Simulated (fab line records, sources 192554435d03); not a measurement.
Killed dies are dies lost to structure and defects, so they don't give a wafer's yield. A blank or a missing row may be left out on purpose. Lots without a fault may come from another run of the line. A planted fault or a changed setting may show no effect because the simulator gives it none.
fab line records | flow n5_finfet
record lots=7 wafers=39
route steps=1938 shown HKMG_FIN@406 GATE_CUT@501 MOL_CONTACT_COAG@581
start_h: hours from the record's first day to the start of the lot's first wafer shown | wait_h: hours since the lot's step before | " the same as in the row above | L1.1+2: a row that stands for several wafers | - no value, or no start given | * or withheld: withheld | < > ~ a bound
route shown NAME@n: a module of which the file shows steps, and the number in the route of the first | usual: mean/standard deviation of fault-free wafers | same: alike in all rows | chamber/n: place in a boat | sites: the reading at each site | _std_site: their standard deviation | _edge_site: outer sites' mean less inner sites' | radius_mm: how far each site lies from the wafer's centre | mask NAME#n: copy n | behind: the tool/chamber that last shaped the wafer | hold: why the lot was held/for how many hours/how that ended | device: the transistor (n, p or np) that didn't switch | end of line: the same wafers' tests at the end of the route | a step without rows: its recipe alone | killed: dies lost to structure and defects at the first sort, not the wafer's yield | map: a wafer's dies, x killed, . not, _ none there
set.NAME: the setting as run; set.NAME@STEP: as run at that earlier step | model.NAME: the simulator's own value behind a step, which no gauge read
lots whose settings were changed on purpose; a table a step, a row a wafer
## steps
# step N5_HKMG_FIN_ETCH_58
# recipe chemistry=N2/H2 target=SOC target_depth_a=2158 ion_energy_ev=50 bias_w=13 time_s=741 pressure_mtorr=30 source_w=875 n2_flow_sccm=200 h2_flow_sccm=200
# usual rf_vpp_V=99.1/0.95
# columns lot.wafer tool chamber start_h wait_h set.source_w rf_vpp_V model.HKMG_FIN.feature_depth_nm model.etch.depth_nm model.SOC_of_HKMG_FIN_COAT_41.thk_nm
L074.1 rie_diel-02 3 76.44 0.0 817.2 103.8 209 208.9 90.6
L074.2 " 1 " " 875 99.2 218.8 218.7 81.4
L074.3 " 0 " " 817.2 102.0 209.4 209.4 90.8
L074.4 " 2 " " 875 98.5 211.4 211.3 88.6
L074.5 " 3 " " 875 98.1 222 221.9 78.8
L074.6 " 0 " " 817.2 103.4 207.4 207.4 92.2
L076.1 rie_diel-02 2 83.55 0.0 875 99.4 209.2 209.3 92.8
L076.2 " 0 " " 875 98.7 216.6 216.6 84.6
L076.3 " 3 " " 875 99.8 215.6 215.6 85.4
L076.4 " 1 " " 993.9 94.4 240 239.9 62.8
L076.5 " 0 " " 993.9 95.3 243.8 243.7 56.2
L076.6 " 3 " " 993.9 93.5 244 243.9 57.6
L077.1 rie_diel-06 3 91.27 0.0 981.4 93.2 234.6 234.5 64.6
L077.2 " 1 " " 875 98.0 213.4 213.5 86
L077.3 " 0 " " 981.4 93.9 231.6 231.5 68.4
L077.4 " 2 " " 981.4 95.4 227 226.9 72.6
L077.5 " 2 " " 875 98.6 206.2 206.2 93.4
L077.6 " 1 " " 875 97.0 214.8 214.8 84.6
L083.1 rie_diel-06 1 125.41 0.0 875 98.0 212.8 212.8 88.2
L083.2 " 0 " " 712.1 105.4 176 176.1 124
L083.3 " 3 " " 875 99.8 212.4 212.4 87.4
L083.4 " 3 " " 875 97.1 212 211.9 87.8
L083.5 " 1 " " 712.1 106.6 177.2 177.2 123.2
L083.6 " 0 " " 712.1 106.0 175.6 175.5 124.4
L082.1 rie_diel-05 3 125.63 0.0 875 98.7 209.8 209.8 90.2
L082.4 " 1 " " 875 99.6 208.4 208.3 92.6
L082.5 " 1 " " 875 99.1 209.2 209.3 90
L085.1 rie_diel-02 0 138.07 0.0 976.1 95.4 238.4 238.5 62.2
L085.2 " 3 " " 875 99.5 219.2 219.2 81.2
L085.3 " 1 " " 976.1 96.8 237.6 237.6 62.8
L085.4 " 2 " " 875 100.7 209.2 209.3 91.8
L085.5 " 1 " " 976.1 96.4 236 236 64.8
L085.6 " 0 " " 875 99.8 218.4 218.4 81.6
L091.1 rie_diel-06 1 177.86 0.0 875 98.3 212.8 212.8 87.6
L091.2 " 0 " " 875 99.0 210 210 90.4
L091.3 " 2 " " 875 99.8 206 206 93.8
L091.4 " 3 " " 875 97.7 210.8 210.9 89.8
L091.5 " 1 " " 875 98.8 213.4 213.4 86
L091.6 " 2 " " 875 99.3 202.6 202.5 97.4
# step N5_GATE_CUT_CUT_ETCH_54
# recipe chemistry=Cl2/BCl3 target=TiN mask_material=SiO2 target_depth_a=967 pressure_mtorr=10 icp_w=1000 bias_w=126 Cl2_flow_sccm=53.25 bcl3_flow_sccm=21.75 Ar_flow_sccm=25 ends=cleared
# usual etch_rf_on_time_s=36.6/0.92
# columns lot.wafer tool chamber start_h wait_h set.bias_w etch_rf_on_time_s
L074.1 rie_metal-02 0 88.74 0.0 107.6 38.5
L074.2 " 1 " " 107.6 38.1
L074.3 " 0 " " 126 36.5
L074.4 " 1 " " 126 36.1
L074.5 " 0 " " 126 36.1
L074.6 " 1 " " 107.6 38.0
L076.1 rie_metal-03 1 95.98 0.0 149.6 35.4
L076.2 " 0 " " 126 37.4
L076.3 " 1 " " 149.6 35.5
L076.4 " 0 " " 149.6 35.2
L076.5 " 0 " " 126 37.7
L076.6 " 1 " " 126 37.7
L077.1 rie_metal-03 0 103.16 0.0 126 37.5
L077.2 " 1 " " 126 38.0
L077.3 " 1 " " 126 37.6
L077.4 " 0 " " 126 37.9
L077.5 " 0 " " 126 37.7
L077.6 " 1 " " 126 37.8
L083.1 rie_metal-03 1 137.72 0.0 126 37.3
L083.2 " 0 " " 116.1 38.2
L083.3 " 1 " " 116.1 38.3
L083.4 " 0 " " 126 37.2
L083.5 " 0 " " 126 37.1
L083.6 " 1 " " 116.1 38.1
L082.1 rie_metal-03 1 138.70 0.0 126 36.9
L082.4 " 1 " " 126 36.7
L082.5 " 1 " " 126 37.1
L085.1 rie_metal-03 1 150.68 0.0 126 36.8
L085.2 " 0 " " 126 37.2
L085.3 " 1 " " 126 37.0
L085.4 " 0 " " 126 37.0
L085.5 " 0 " " 126 37.0
L085.6 " 1 " " 126 37.2
L091.1 rie_metal-01 1 189.95 0.0 103.8 39.2
L091.2 " 0 " " 126 35.0
L091.3 " 0 " " 126 34.9
L091.4 " 1 " " 103.8 39.0
L091.5 " 0 " " 126 34.6
L091.6 " 1 " " 103.8 39.2
# step N5_MOL_CONTACT_COAG_ETCH_91
# recipe chemistry=N2/H2 target=SOC target_depth_a=600 overetch_a=210 mask_material=SiARC temp_c=40 time_s=101.2 ion_energy_ev=200 pressure_mtorr=30 source_w=840 bias_w=150 n2_flow_sccm=200 h2_flow_sccm=200
# usual rf_vpp_V=523.5/2.4
# columns lot.wafer tool chamber start_h wait_h set.source_w rf_vpp_V
L074.1 rie_diel-06 3 103.81 0.0 840 520.2
L074.2 " 2 " " 683.7 565.1
L074.3 " 1 " " 683.7 559.3
L074.4 " 0 " " 840 520.1
L074.5 " 0 " " 683.7 556.9
L074.6 " 3 " " 840 520.9
L076.1 rie_diel-06 3 109.76 0.0 840 521.8
L076.2 " 2 " " 895.8 515.3
L076.3 " 1 " " 895.8 510.5
L076.4 " 0 " " 840 521.1
L076.5 " 3 " " 895.8 508.8
L076.6 " 2 " " 840 526.1
L077.1 rie_diel-06 0 118.17 0.0 919.7 504.1
L077.2 " 2 " " 919.7 509.6
L077.3 " 3 " " 840 520.4
L077.4 " 1 " " 840 520.7
L077.5 " 2 " " 840 525.8
L077.6 " 3 " " 919.7 505.8
L083.1 rie_diel-02 1 151.52 0.0 840 525.2
L083.2 " 3 " " 840 523.4
L083.3 " 0 " " 840 524.3
L083.4 " 2 " " 694.8 558.0
L083.5 " 1 " " 694.8 560.8
L083.6 " 2 " " 694.8 558.4
L082.1 rie_diel-02 3 154.90 0.0 840 524.1
L082.4 " 0 " " 840 526.3
L082.5 " 3 " " 840 523.1
L085.1 rie_diel-02 3 163.45 0.0 980.3 495.4
L085.2 " 1 " " 980.3 501.2
L085.3 " 2 " " 840 525.1
L085.4 " 0 " " 840 523.8
L085.5 " 1 " " 980.3 499.6
L085.6 " 2 " " 840 524.8
L091.1 rie_diel-05 1 205.79 0.0 840 524.8
L091.2 " 3 " " 840 523.7
L091.3 " 2 " " 937.8 504.7
L091.4 " 0 " " 937.8 505.3
L091.5 " 3 " " 840 522.4
L091.6 " 0 " " 937.8 505.8
## key
split step=N5_HKMG_FIN_ETCH_58 setting=source_w stated=875 by=wafer
response step=N5_HKMG_FIN_ETCH_58 reading=rf_vpp_V change=-0.383 per=1% r=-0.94
response step=N5_HKMG_FIN_ETCH_58 reading=model.HKMG_FIN.feature_depth_nm change=+1.88 per=1% r=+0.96
response step=N5_HKMG_FIN_ETCH_58 reading=model.etch.depth_nm change=+1.88 per=1% r=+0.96
response step=N5_HKMG_FIN_ETCH_58 reading=model.SOC_of_HKMG_FIN_COAT_41.thk_nm change=-1.87 per=1% r=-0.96
split step=N5_GATE_CUT_CUT_ETCH_54 setting=bias_w stated=126 by=wafer
response step=N5_GATE_CUT_CUT_ETCH_54 reading=etch_rf_on_time_s change=* per=1% r=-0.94
split step=N5_MOL_CONTACT_COAG_ETCH_91 setting=source_w stated=840 by=wafer
response step=N5_MOL_CONTACT_COAG_ETCH_91 reading=rf_vpp_V change=-1.86 per=1% r=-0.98
